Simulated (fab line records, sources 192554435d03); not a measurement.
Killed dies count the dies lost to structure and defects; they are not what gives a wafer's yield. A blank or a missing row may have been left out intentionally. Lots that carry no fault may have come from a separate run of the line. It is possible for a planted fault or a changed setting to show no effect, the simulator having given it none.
The tool behind it: which one? ; flow n5-finfet ; 10 lots, 30 wafers sampled, at 3 steps of a route of 1938

WHAT THE GAUGES READ, wafer by wafer
N5_BEOL_M12_OVL_MEAS_29.
lot;measured;on;M12_OVL (nm)
L222;day 10 09:09;overlay-01;11 0 6
L221;day 10 23:23;overlay-01;6 6 -1
L224;day 11 00:49;overlay-02;-7 2 2
L223;day 11 03:22;overlay-02;1 6 -2
L225;day 11 13:26;overlay-02;2 13 5
L228;day 12 03:08;overlay-02;3 5 14
L234;day 14 11:03;overlay-02;12 18 17
L238;day 15 00:01;overlay-02;-3 1 -3
L241;day 15 16:02;overlay-01;-1 3 7
L239;day 15 17:38;overlay-02;12 3 7

WHICH TOOL RAN EACH LOT (tool, then ch and the chambers of the sampled wafers, then the start)
lot;N5_BEOL_M10_DEP_56;N5_BEOL_M12_ETCH_59
L222;pecvd-03 ch 1,2, day 9 23:16;rie-diel-05 ch 2,3, day 10 08:09
L221;pecvd-01 ch 0,1, day 10 14:47;rie-diel-05 ch 1,2,3, day 10 22:34
L224;pecvd-02 ch 0,1,2, day 10 14:54;rie-diel-02 ch 0,2,3, day 10 23:52
L223;pecvd-01 ch 0,2, day 10 16:42;rie-diel-05 ch 1,3, day 11 02:26
L225;pecvd-02 ch 0,1,2, day 11 04:06;rie-diel-02 ch 0,1,3, day 11 12:30
L228;pecvd-01 ch 0,2, day 11 17:26;rie-diel-06 ch 0,2, day 12 02:11
L234;pecvd-03 ch 0,1, day 14 00:43;rie-diel-05 ch 1,2,3, day 14 10:14
L238;pecvd-02 ch 0,2, day 14 15:33;rie-diel-06 ch 1,2, day 14 23:05
L241;pecvd-01 ch 0,2, day 15 06:00;rie-diel-02 ch 0,2,3, day 15 15:06
L239;pecvd-03 ch 0,1,2, day 15 07:18;rie-diel-02 ch 2,3, day 15 16:41
- N5_BEOL_M10_DEP_56: deposits SiCN from 3MS/NH3, target thk 15 nm, time 26.5 s.
- N5_BEOL_M12_ETCH_59: etches BARC in N2/H2, target depth 89 nm, overetch 26.7 nm, time 67.9 s.

AS READ BY THE TOOLS THEMSELVES (means over the sampled wafers that have a number; for cases with no such wafer, the mark the record gives instead)
N5_BEOL_M10_DEP_56.
lot;tool;showerhead-plenum-p-Torr (Torr);throttle-valve-pct (%)
L222;pecvd-03;3.678;9.05
L221;pecvd-01;3.663;9.22
L224;pecvd-02;3.664;8.73
L223;pecvd-01;3.670;8.93
L225;pecvd-02;3.658;8.90
L228;pecvd-01;3.665;8.87
L234;pecvd-03;3.683;9.26
L238;pecvd-02;3.665;8.73
L241;pecvd-01;3.667;8.90
L239;pecvd-03;3.685;9.06

N5_BEOL_M12_ETCH_59.
lot;tool;drypump-motor-current-A (A);h2-flow-sccm (sccm);n2-flow-sccm (sccm);oes-product-au (a.u.);rf-vpp-V (V);showerhead-plenum-p-Torr (Torr);throttle-valve-pct (%)
L222;rie-diel-05;5.5;201.1;199.4;0.77;523.2;2.52;17.59
L221;rie-diel-05;5.3;199.5;200.5;0.74;523.1;2.51;17.51
L224;rie-diel-02;5.6;199.9;200.0;0.69;524.8;2.56;17.50
L223;rie-diel-05;5.2;199.8;200.1;0.78;523.2;2.49;17.41
L225;rie-diel-02;5.8;199.1;200.1;0.65;523.2;2.54;17.76
L228;rie-diel-06;6.0;200.5;200.1;0.63;522.8;2.49;18.10
L234;rie-diel-05;5.3;193.3;199.9;0.70;523.5;2.48;17.37
L238;rie-diel-06;5.6;200.7;199.7;0.75;524.9;2.55;17.67
L241;rie-diel-02;5.6;199.8;199.7;0.67;524.3;2.55;17.59
L239;rie-diel-02;5.6;199.8;200.1;0.66;524.6;2.57;17.70

THE ANSWER, worked out from the rows above alone
Rule: the usual values come from the lots themselves. The widest of any qualifying gaps counts: lots, ordered by their means at a reading, are off when they make up no more than a third of the lots, leave a main group of 4 or more, and stand apart from it by 3 or more times the standard deviation of that group's means. If all means in a main group match to the digits the tables above print for the reading, that group is not used. Also off: a lot with no number at a reading for which 4 or more lots have one. All remaining lots with rows at the step are treated as sound. After the gauges, taken in route order, come the tools' own readings; for these a lot's mean is taken, as printed above. At the first step where some lot is off, the reading lying furthest off is the one used; lots without a number count as furthest.
Off, at N5_BEOL_M12_ETCH_59 on h2-flow-sccm: L234. The main group has a mean of 200.0 sccm with a standard deviation of 0.59.
If a tool, at that step or one of the process steps before it, ran each lot that is off and ran no sound lot following the first of them, it fits. One candidate fits, namely rie-diel-05 at N5_BEOL_M12_ETCH_59. A fault onset in the window from L223 (day 11 02:26, its last sound lot) to L234 (day 14 10:14, its first lot off) fits.
On the lots that are off, the tool's own readings at N5_BEOL_M12_ETCH_59 differ by more than 5 times the standard deviation of the sound lots' means, which bears it out; h2-flow-sccm reads 193.3 sccm there versus 200.0 sccm on the sound lots.

WHAT HAD BEEN PUT IN BY THE SIMULATOR
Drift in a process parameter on rie-diel-05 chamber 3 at N5_BEOL_M12_ETCH_59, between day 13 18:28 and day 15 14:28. A move of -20 in setting h2-flow-sccm, from 200. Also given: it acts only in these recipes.
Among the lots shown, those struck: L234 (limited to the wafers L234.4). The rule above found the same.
